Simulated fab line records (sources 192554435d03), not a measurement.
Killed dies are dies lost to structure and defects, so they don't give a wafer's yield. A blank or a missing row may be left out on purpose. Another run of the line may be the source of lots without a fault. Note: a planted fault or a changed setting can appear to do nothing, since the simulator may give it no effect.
2 desks, one fault	flow n5-finfet	each desk holds nothing but its own numbers, with what lay behind them at the end

== FROM THE METROLOGY DESK ==
Lot by lot, what the gauges showed, no matter which tool ran the lot: averages of those sampled wafers that carry a number. A lot is out of limits, marked OUT, if its mean lies more than 4 standard deviations from the usual mean; the brackets give that distance. It has 10 readings; the 7 that lie furthest out on some lot are the ones shown.
Columns: A = DIBL_N at N5_BEOL_M4_RC_MEAS_101, usual 35.9 mV/V; B = DIBL_P at N5_BEOL_M4_RC_MEAS_101, usual 35.9 mV/V; C = IOFF_P at N5_BEOL_M4_RC_MEAS_101, usual 0.204 nA/um; D = ION_P at N5_BEOL_M4_RC_MEAS_101, usual 462 uA/um; E = SS_P at N5_BEOL_M4_RC_MEAS_101, usual 73.2 mV/dec; F = VT_N at N5_BEOL_M4_RC_MEAS_101, usual 250.3 mV; G = VT_P at N5_BEOL_M4_RC_MEAS_101, usual -250.6 mV
lot	first seen here	A	B	C	D	E	F	G
L124	day 8 12:53	36.5	36.8	0.188	458	72.7	252.5	-252.3
L125	day 8 18:44	35.4	36.0	0.203	460	73.6	248.2	-251.5
L126	day 8 20:23	33.7	34.8	0.195	463	72.6	250.6	-250.3
L127	day 9 18:23	35.9	36.9	0.192	458	73.5	250.0	-253.1
L128	day 9 21:12	36.4	36.5	0.183	459	73.0	252.7	-252.6
L136	day 11 09:38	35.0	34.2	0.217	466	73.9	248.6	-248.8
L135	day 12 02:16	35.5	36.3	0.219	466	73.2	250.6	-248.4
L140	day 12 12:38	35.4	34.8	0.195	463	73.1	251.3	-250.1
L145	day 14 01:35	35.1	36.4	0.171	455	73.3	253.8	-255.0
This desk's verdict: no lot among the 9 shows anything out of limits.

== FOR THE TOOL OWNER'S DESK: pvd-sputter-01 ==
The tool's own readings at N5_BEOL_M0_SAQP_HM_DEP_02 (deposits TiN, target thk 12 nm): means of the sampled wafers that have a number, for each lot that ran on this tool. A lot is out of limits, marked OUT, if its mean lies more than 4 standard deviations from the usual mean; the brackets give that distance.
Columns: A = throttle-valve-pct at N5_BEOL_M0_SAQP_HM_DEP_02, usual 30.1 %
lot	first seen here	A
L125	day 5 21:27	29.7
L127	day 6 05:58	30.0
L136	day 8 12:22	29.3
L135	day 8 15:26	29.7
This desk's verdict: no lot among the 4 shows anything out of limits.

== BROUGHT TOGETHER ==
At the metrology desk, nothing out of limits was observed.
The tool owner's desk saw nothing out of limits.

== WHAT THE SIMULATOR HAD INSERTED ==
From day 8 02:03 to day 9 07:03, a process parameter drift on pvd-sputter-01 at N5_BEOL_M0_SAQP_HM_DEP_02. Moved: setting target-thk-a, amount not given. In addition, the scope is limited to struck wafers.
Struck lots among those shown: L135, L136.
